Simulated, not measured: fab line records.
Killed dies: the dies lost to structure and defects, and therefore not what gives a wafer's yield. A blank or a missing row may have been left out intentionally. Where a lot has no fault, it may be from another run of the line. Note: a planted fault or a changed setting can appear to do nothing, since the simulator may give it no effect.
fab line records ; flow nand_harc
record lots=6; wafers=16; last_day=24
route steps=1159 shown A_CONTACT@946 END@1159
lots that met no fault: from a run of the same line without faults
start_h: hours from the record's opening day to when the first of the lot's shown wafers began ; wait_h: hours from the lot's prior step to this one ; " identical to the entry in the row above ; L1.1+2: a single row standing in for several wafers ; - no value, or no start given ; * or withheld: withheld ; < > ~ a bound
route shown NAME@n: NAME is a module with steps in the file, n the number in the route of the first one ; usual: mean and standard deviation over wafers with no fault ; same: alike in all rows ; chamber/n: place in a boat ; sites: the reading at each site ; _std_site: the values' standard deviation ; _edge_site: the outer-site mean with the inner-site mean subtracted ; radius_mm: how far each site lies from the wafer's centre ; mask NAME#n: copy n ; behind: tool/chamber where the wafer was last shaped ; hold: cause of the lot's hold/its duration in hours/its outcome ; device: which transistor (n, p or np) failed to switch ; end of line: at the end of the route, the tests of the same wafers ; a step given without rows: its recipe and nothing more ; killed: at the first sort, the dies lost to defects and structure; wafer yield is something else ; map: per-die view of a wafer (x killed, . not killed, _ where there is no die)
set.NAME: the setting as run; set.NAME@STEP: as run at that earlier step ; model.NAME: the simulator's own value behind a step, which no gauge read
lots seen at some steps along the route; tables by step, rows by wafer
services: when a tool's chamber went out of use (start_h, in hours from the record's first day, below 0 if earlier), for how many hours, and the reason
## steps
# step NHARC_A_CONTACT_ETCH_137
# recipe source_w=withheld; pressure_mtorr=20; bias_v=3000; time_s=132; target_depth_a=12870; ar_flow_sccm=withheld; c4f8_flow_sccm=withheld; o2_flow_sccm=withheld; chemistry=C4F8/O2/Ar
lot.wafer;tool;chamber;start_h;wait_h;rf_hours_counter_h
L417.2;har_cap_etch-01;0;397.56;0.1;63
L417.4;har_cap_etch-01;0;397.56;0.1;-
L417.6;har_cap_etch-01;0;397.56;0.1;-
L425.2;har_cap_etch-01;0;447.27;0.1;68
L425.1;har_cap_etch-01;1;447.27;0.1;68
L425.5;har_cap_etch-01;0;447.27;0.1;-
L433.3;har_cap_etch-01;1;500.81;0.1;-
L433.6;har_cap_etch-01;1;500.81;0.1;-
L438.3;har_cap_etch-03;0;517.56;0.1;-
L438.6;har_cap_etch-03;0;517.56;0.1;-
L440.1;har_cap_etch-02;1;517.74;0.1;36
L440.2;har_cap_etch-02;0;517.74;0.1;36
L440.5;har_cap_etch-02;1;517.74;0.1;-
L439.1;har_cap_etch-01;1;521.40;0.1;84
L439.4;har_cap_etch-01;1;521.40;0.1;-
L439.3;har_cap_etch-01;0;521.40;0.1;-
# step NHARC_A_CONTACT_ETCH_138
# recipe source_w=withheld; pressure_mtorr=20; bias_v=3000; time_s=132; target_depth_a=12890; ar_flow_sccm=withheld; c4f8_flow_sccm=withheld; o2_flow_sccm=withheld; chemistry=C4F8/O2/Ar
lot.wafer;tool;chamber;start_h;wait_h;rf_hours_counter_h
L417.2;har_cap_etch-01;0;397.68;0.1;63
L417.4;har_cap_etch-01;0;397.68;0.1;-
L417.6;har_cap_etch-01;0;397.68;0.1;-
L425.2;har_cap_etch-01;0;447.39;0.1;68
L425.1;har_cap_etch-01;1;447.39;0.1;68
L425.5;har_cap_etch-01;0;447.39;0.1;-
L433.3;har_cap_etch-01;1;500.94;0.1;-
L433.6;har_cap_etch-01;1;500.94;0.1;-
L438.3;har_cap_etch-03;0;517.73;0.1;-
L438.6;har_cap_etch-03;0;517.73;0.1;-
L440.1;har_cap_etch-02;1;517.87;0.1;36
L440.2;har_cap_etch-02;0;517.87;0.1;36
L440.5;har_cap_etch-02;1;517.87;0.1;-
L439.1;har_cap_etch-01;1;521.52;0.1;84
L439.4;har_cap_etch-01;1;521.52;0.1;-
L439.3;har_cap_etch-01;0;521.52;0.1;-
# step NHARC_A_CONTACT_ETCH_139
# recipe source_w=withheld; pressure_mtorr=20; bias_v=400; time_s=137; target_depth_a=5900; ar_flow_sccm=withheld; c4f8_flow_sccm=11.5; o2_flow_sccm=7.2; chemistry=C4F8/O2/Ar
lot.wafer;tool;chamber;start_h;wait_h;rf_hours_counter_h
L417.2;har_cap_etch-01;0;397.80;0.1;63
L417.4;har_cap_etch-01;0;397.80;0.1;-
L417.6;har_cap_etch-01;0;397.80;0.1;-
L425.2;har_cap_etch-01;0;447.51;0.1;68
L425.1;har_cap_etch-01;1;447.51;0.1;68
L425.5;har_cap_etch-01;0;447.51;0.1;-
L433.3;har_cap_etch-01;1;501.11;0.2;-
L433.6;har_cap_etch-01;1;501.11;0.2;-
L438.3;har_cap_etch-03;0;517.93;0.2;-
L438.6;har_cap_etch-03;0;517.93;0.2;-
L440.1;har_cap_etch-02;1;517.99;0.1;36
L440.2;har_cap_etch-02;0;517.99;0.1;36
L440.5;har_cap_etch-02;1;517.99;0.1;-
L439.1;har_cap_etch-01;1;521.64;0.1;84
L439.4;har_cap_etch-01;1;521.64;0.1;-
L439.3;har_cap_etch-01;0;521.64;0.1;-
# step NHARC_A_CONTACT_ETCH_92
# recipe target_depth_a=400; over_etch_frac=0.5; time_s=85.7; ion_energy_ev=120; ch3f_flow_sccm=50; o2_flow_sccm=30; ar_flow_sccm=200; rf_w=500; bias_w=100; chemistry=CH3F/O2
# step NHARC_A_CONTACT_ETCH_98
# recipe target_depth_a=200; over_etch_frac=0.5; time_s=10; ion_energy_ev=250; c4f6_flow_sccm=25; o2_flow_sccm=20; ar_flow_sccm=500; rf_w=600; bias_w=500; chemistry=C4F6/O2
# step NHARC_A_CONTACT_CD_MEAS_15
# usual cd_nm=90.1/0.52
lot.wafer;tool;chamber;start_h;wait_h;cd_nm
L417.2;cd_sem-01;-;400.00;-;90.4
L417.4;cd_sem-01;-;400.00;-;90.5
L417.6;cd_sem-01;-;400.00;-;90.3
L425.1;cd_sem-03;-;448.13;-;90.2
L425.2;cd_sem-03;-;448.13;-;90.0
L425.5;cd_sem-03;-;448.13;-;89.6
L433.3;cd_sem-02;-;501.66;-;90.3
L433.6;cd_sem-02;-;501.66;-;90.2
L438.3;cd_sem-02;-;518.53;-;91.2
L438.6;cd_sem-02;-;518.53;-;91.0
L440.1;cd_sem-01;-;518.61;-;90.2
L440.2;cd_sem-01;-;518.61;-;90.2
L440.5;cd_sem-01;-;518.61;-;90.2
L439.1;cd_sem-03;-;522.26;-;90.6
L439.3;cd_sem-03;-;522.26;-;90.2
L439.4;cd_sem-03;-;522.26;-;90.1
# step NHARC_A_CONTACT_STRIP_107
# recipe n2_flow_sccm=150; h2_flow_sccm=150; ar_flow_sccm=0; bias_w=0; chemistry=N2/H2
# step NHARC_A_CONTACT_STRIP_108
# recipe cf4_flow_sccm=100; chf3_flow_sccm=30; ar_flow_sccm=0; bias_w=0; chemistry=CF4/CHF3
# step NHARC_A_CONTACT_STRIP_109
# recipe o2_flow_sccm=400; cos_flow_sccm=20; ar_flow_sccm=0; bias_w=0; chemistry=O2/COS
# step NHARC_A_CONTACT_ETCH_110
# recipe target_depth_a=500; overetch_a=50; time_s=27.5; ion_energy_ev=100; cf4_flow_sccm=80; o2_flow_sccm=20; ar_flow_sccm=0; rf_w=300; bias_w=100; chemistry=CF4/O2
# usual drypump_motor_current_A=5.6/0.57; oes_product_au=0.999/0.0082; rf_vpp_V=197.4/1.4; showerhead_plenum_p_Torr=1.32/0.053; throttle_valve_pct=13.397/0.0082
lot.wafer;tool;chamber;start_h;wait_h;drypump_motor_current_A;oes_product_au;rf_hours_counter_h;rf_vpp_V;showerhead_plenum_p_Torr;throttle_valve_pct
L417.4;rie_diel-13;1;400.44;0.1;6.4;0.992;44;194.7;1.23;13.412
L417.2;rie_diel-13;3;400.44;0.1;5.4;0.993;44;194.9;1.23;13.417
L417.6;rie_diel-13;2;400.44;0.1;6.3;1.004;-;198.7;1.29;13.390
L425.1;rie_diel-13;3;448.42;0.1;5.3;1.002;57;196.1;1.23;13.407
L425.2;rie_diel-13;1;448.42;0.1;6.4;1.000;58;195.6;1.23;13.400
L425.5;rie_diel-13;3;448.42;0.1;5.3;1.003;-;196.7;1.23;13.407
L433.3;rie_diel-13;3;501.96;0.1;5.3;0.996;15;200.8;1.44;13.387
L433.6;rie_diel-13;2;501.96;0.1;6.3;1.000;-;196.6;1.29;13.379
L438.3;rie_diel-13;1;518.85;0.1;6.4;1.008;21;200.9;1.44;13.397
L438.6;rie_diel-13;0;518.85;0.1;5.4;0.993;-;195.6;1.27;13.397
L440.1;rie_diel-01;1;518.96;0.1;5.1;1.007;7;199.1;1.39;13.407
L440.2;rie_diel-01;2;518.96;0.1;6.3;1.002;6;196.6;1.29;13.405
L440.5;rie_diel-01;2;518.96;0.1;6.2;1.007;-;196.7;1.29;13.402
L439.1;rie_diel-13;3;522.55;0.1;5.4;1.009;22;198.9;1.44;13.399
L439.3;rie_diel-13;0;522.55;0.1;5.4;1.005;22;196.0;1.27;13.386
L439.4;rie_diel-13;2;522.55;0.1;6.3;0.999;22;198.2;1.29;13.417
# step NHARC_A_CONTACT_STRIP_26
# recipe o2_flow_sccm=500; ar_flow_sccm=0; bias_w=0; chemistry=O2
# step NHARC_A_CONTACT_STRIP_27
# recipe time_s=600; temp_c=30; chemistry=post_etch_residue_remover
# step NHARC_A_CONTACT_ALD_18
# recipe target_thk_a=30; pulse_time_s=1; ald_cycles=150; temp_c=450; material=TiN
# usual ald_cycles=150/0; heater_power_w=1089/110; precursor_pulse_height_rel=1.000/0.02
lot.wafer;tool;chamber;start_h;wait_h;ald_cycles;heater_power_w;precursor_pulse_height_rel
L417.4;ald_metal-02;1;401.19;-;150;909;0.980
L417.2;ald_metal-02;2;401.19;-;150;1060;1.019
L417.6;ald_metal-02;3;401.19;-;150;1085;1.024
L425.2;ald_metal-04;2;449.09;-;150;1035;1.013
L425.1;ald_metal-04;3;449.09;-;150;1256;0.994
L425.5;ald_metal-04;2;449.09;-;150;1049;1.000
L433.3;ald_metal-02;2;502.65;-;150;1074;1.001
L433.6;ald_metal-02;3;502.65;-;167;1088;1.000
L438.3;ald_metal-02;1;519.52;-;150;913;0.991
L438.6;ald_metal-02;0;519.52;-;167;1108;1.015
L440.2;ald_metal-01;1;519.61;-;150;1131;0.977
L440.1;ald_metal-01;0;519.61;-;150;970;0.988
L440.5;ald_metal-01;1;519.61;-;150;1158;1.008
L439.1;ald_metal-01;1;523.27;-;150;1142;0.971
L439.3;ald_metal-01;3;523.27;-;150;1230;0.991
L439.4;ald_metal-01;0;523.27;-;150;947;0.969
# step NHARC_A_CONTACT_CVD_19
# recipe target_thk_a=3000; temp_c=300; pressure_torr=40; wf6_flow_sccm=40; h2_flow_sccm=1600; ar_flow_sccm=1560; time_s=802; material=W
# usual heater_power_w=502/54; throttle_valve_pct=8.04/0.18
lot.wafer;tool;chamber;start_h;wait_h;heater_power_w;throttle_valve_pct
L417.2;cvd_w-02;0;-;-;558;8.14
L417.4;cvd_w-02;0;-;-;577;7.85
L417.6;cvd_w-02;1;-;-;430;7.94
L425.2;cvd_w-01;1;-;-;503;8.36
L425.1;cvd_w-01;0;-;-;484;8.36
L425.5;cvd_w-01;1;-;-;510;7.94
L433.3;cvd_w-01;0;-;-;492;8.06
L433.6;cvd_w-01;1;-;-;520;8.01
L440.2;cvd_w-02;0;-;-;582;8.21
L440.1;cvd_w-02;1;-;-;421;7.92
L440.5;cvd_w-02;1;-;-;426;8.11
L438.3;cvd_w-01;1;-;-;524;7.86
L438.6;cvd_w-01;1;-;-;537;8.17
L439.1;cvd_w-01;1;-;-;520;8.01
L439.3;cvd_w-01;0;-;-;496;7.97
L439.4;cvd_w-01;1;-;-;509;8.04
# step NHARC_END_SORT_01
# recipe temp_c=25
# usual killed_at_array=27/9.8; killed_at_other=0.6/0.83; killed_at_periphery=3.5/2.4; killed_dies=31/9.6; killed_open=3.1/1.9; killed_short=2.0/1.5
# same gross_dies=677
lot.wafer;tool;chamber;start_h;wait_h;killed_at_array;killed_at_other;killed_at_periphery;killed_dies;killed_open;killed_short
L417.2;prober-01;0;482.74;2.8;19;0;1;20;3;2
L417.4;prober-01;0;484.32;3.4;14;0;2;16;1;2
L417.6;prober-01;0;485.91;4.0;18;1;1;20;2;4
L425.1;prober-01;0;516.01;2.5;35;0;0;35;2;0
L425.2;prober-01;0;516.82;2.8;28;0;3;31;3;1
L425.5;prober-01;0;519.23;3.7;16;1;2;19;5;1
L440.1;prober-02;0;575.26;2.5;27;0;8;35;3;2
L440.2;prober-02;0;576.06;2.8;28;0;3;31;3;0
L440.5;prober-02;0;578.47;3.7;29;0;1;30;8;1
L439.1;prober-02;0;583.07;2.5;34;1;4;39;3;2
L439.3;prober-02;0;584.66;3.1;31;1;4;36;5;5
L439.4;prober-02;0;585.46;3.4;42;1;4;47;3;3
L438.3;prober-01;0;584.64;3.1;14;2;6;22;2;1
L438.6;prober-01;0;587.06;4.0;17;1;6;24;2;4
# killed by level:class
L417.2 A_SLIT:chamber_film_flake=10 A_STAIRCASE:chamber_film_flake=3 P_M2:geometric_particle:open=1 A_CHANNEL_FILL_D1:geometric_particle:open=1 A_WL_FILL:geometric_particle:short=1 A_CONTACT:geometric_particle:open=1 A_CONTACT:geometric_particle:short=1 A_CHANNEL_HOLE_D1:chamber_film_flake=1
L417.4 A_SLIT:chamber_film_flake=7 P_GATE:chamber_film_flake=2 A_CHANNEL_HOLE_D1:geometric_particle:short=1 A_WL_FILL:geometric_particle:open=1 A_CONTACT:geometric_particle:short=1 A_CHANNEL_HOLE_D1:chamber_film_flake=1 A_STAIRCASE:chamber_film_flake=1 A_CONTACT:chamber_film_flake=1
L417.6 A_CHANNEL_HOLE_D1:chamber_film_flake=3 A_STAIRCASE:chamber_film_flake=3 A_SLIT:chamber_film_flake=3 A_CONTACT:chamber_film_flake=2 A_ONON_D1:geometric_particle:short=1 A_CHANNEL_FILL_D1:geometric_particle:short=1 A_M0:geometric_particle:open=1 A_M1:geometric_particle:short=1
L425.1 A_STAIRCASE:chamber_film_flake=8 A_SLIT:chamber_film_flake=8 A_CHANNEL_HOLE_D1:chamber_film_flake=7 A_CONTACT:chamber_film_flake=7 A_ONON_D1:geometric_particle:open=1 A_M1:geometric_particle:open=1 A_ZERO_WELL:chamber_film_flake=1 A_WL_FILL:chamber_film_flake=1
L425.2 A_SLIT:chamber_film_flake=9 A_CONTACT:chamber_film_flake=5 A_STAIRCASE:chamber_film_flake=4 A_CHANNEL_HOLE_D1:chamber_film_flake=3 A_CHANNEL_FILL_D1:chamber_film_flake=3 P_M1:geometric_particle:open=1 A_CHANNEL_FILL_D1:geometric_particle:open=1 A_SGD_CUT:geometric_particle:short=1
L425.5 A_CHANNEL_HOLE_D1:chamber_film_flake=3 A_SLIT:chamber_film_flake=3 A_WL_FILL:chamber_film_flake=3 A_STAIRCASE:chamber_film_flake=2 P_CONTACT:geometric_particle:open=1 P_M0:geometric_particle:open=1 A_ONON_D1:geometric_particle:open=1 A_CONTACT:geometric_particle:open=1
L440.1 A_CHANNEL_HOLE_D1:chamber_film_flake=22 P_BONDPAD:chamber_film_flake=3 P_M0:chamber_film_flake=2 A_WL_FILL:chamber_film_flake=2 P_CONTACT:geometric_particle:open=1 P_M0:geometric_particle:open=1 A_SOURCE_PLATE:geometric_particle:open=1 A_CHANNEL_FILL_D1:geometric_particle:short=1
L440.2 A_CHANNEL_HOLE_D1:chamber_film_flake=24 A_CHANNEL_FILL_D1:geometric_particle:open=1 A_WL_FILL:geometric_particle:open=1 A_M1:geometric_particle:open=1 P_STI:chamber_film_flake=1 P_GATE:chamber_film_flake=1 P_M0:chamber_film_flake=1 A_STAIRCASE:chamber_film_flake=1
L440.5 A_CHANNEL_HOLE_D1:chamber_film_flake=20 A_CHANNEL_FILL_D1:geometric_particle:open=2 A_CONTACT:geometric_particle:open=2 A_M0:geometric_particle:open=2 A_CHANNEL_FILL_D1:geometric_particle:short=1 A_SLIT:geometric_particle:open=1 A_WL_FILL:geometric_particle:open=1 P_BONDPAD:chamber_film_flake=1
L439.1 A_SLIT:chamber_film_flake=10 A_CHANNEL_HOLE_D1:chamber_film_flake=9 A_SGD_CUT:chamber_film_flake=4 A_CONTACT:chamber_film_flake=4 P_STI:chamber_film_flake=3 A_WL_FILL:geometric_particle:short=2 A_STAIRCASE:chamber_film_flake=2 P_CONTACT:geometric_particle:open=1
L438.3 A_CONTACT:chamber_film_flake=7 P_M0:chamber_film_flake=5 A_CHANNEL_HOLE_D1:chamber_film_flake=4 THIN_TSV:chamber_film_flake=2 A_CHANNEL_FILL_D1:geometric_particle:open=1 A_STAIRCASE:geometric_particle:open=1 A_WL_FILL:geometric_particle:short=1 P_BONDPAD:chamber_film_flake=1
L439.3 A_SGD_CUT:chamber_film_flake=9 A_SLIT:chamber_film_flake=6 A_CHANNEL_HOLE_D1:chamber_film_flake=4 A_CHANNEL_HOLE_D1:geometric_particle:short=3 A_CONTACT:chamber_film_flake=3 P_STI:chamber_film_flake=2 P_M1:geometric_particle:open=1 A_ONON_D1:geometric_particle:open=1
L439.4 A_SLIT:chamber_film_flake=16 A_CHANNEL_HOLE_D1:chamber_film_flake=8 A_SGD_CUT:chamber_film_flake=6 A_WL_FILL:chamber_film_flake=3 P_STI:chamber_film_flake=2 A_STAIRCASE:chamber_film_flake=2 A_CONTACT:chamber_film_flake=2 P_M0:geometric_particle:open=1
L438.6 A_CONTACT:chamber_film_flake=7 A_CHANNEL_HOLE_D1:chamber_film_flake=4 P_BONDPAD:chamber_film_flake=3 A_BLC:geometric_particle:short=2 P_M0:chamber_film_flake=2 P_STI:geometric_particle:short=1 A_SGD_CUT:geometric_particle:open=1 A_CONTACT:geometric_particle:short=1
## services
tool;chamber;start_h;hours;kind
cvd_w-02;-;379.97;13.0;pm
rie_diel-13;0;383.67;-;clean
rie_diel-13;1;383.67;-;clean
rie_diel-13;2;383.67;-;clean
rie_diel-13;3;383.67;-;clean
cvd_w-01;-;384.37;38.0;repair
ald_metal-01;3;392.54;11.2;repair
ald_metal-01;1;397.18;3.8;repair
ald_metal-04;-;406.00;10.0;pm
rie_diel-13;0;408.17;-;clean
rie_diel-13;1;408.17;-;clean
rie_diel-13;2;408.17;-;clean
rie_diel-13;3;408.17;-;clean
ald_metal-04;0;424.70;3.6;repair
rie_diel-13;0;432.67;-;clean
rie_diel-13;1;432.67;-;clean
rie_diel-13;2;432.67;-;clean
rie_diel-13;-;453.21;9.0;pm
ald_metal-01;-;458.00;10.0;pm
ald_metal-01;2;476.39;10.5;repair
cvd_w-01;-;477.30;13.0;pm
ald_metal-04;2;480.33;5.2;repair
rie_diel-01;-;491.90;9.0;pm
cvd_w-01;0;511.56;2.5;repair
## key
first_sign step=NHARC_A_CONTACT_ALD_18; reading=ald_cycles; direction=up; sigmas=99+; usual=150; struck=167
effect none on later readings
met_at NHARC_A_CONTACT_ALD_18
struck_wafers L433.6,L438.6
sort_left_out L433.6
tester_left_out L433,L438
onset_between 401.19 502.65
fault kind=process_parameter_drift; tool=ald_metal-02; chamber=-; onset_h=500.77; steps=NHARC_A_CONTACT_ALD_18; channel=ald_cycles; offset=17; shape=step; end_h=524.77; scope=struck_wafers_only; acts_in=these_recipes_only; stated=150
# tester_left_out: of these lots the tester's yield and bins aren't shown, on N5 and GAA mostly nor the transistor test; their killed dies are dies lost to structure and defects alone, not to doping, threshold or leakage, so they don't give the yield
# sort_left_out: the simulated sort isn't trusted on such a fault, so these wafers' sort isn't shown, and their yield isn't known
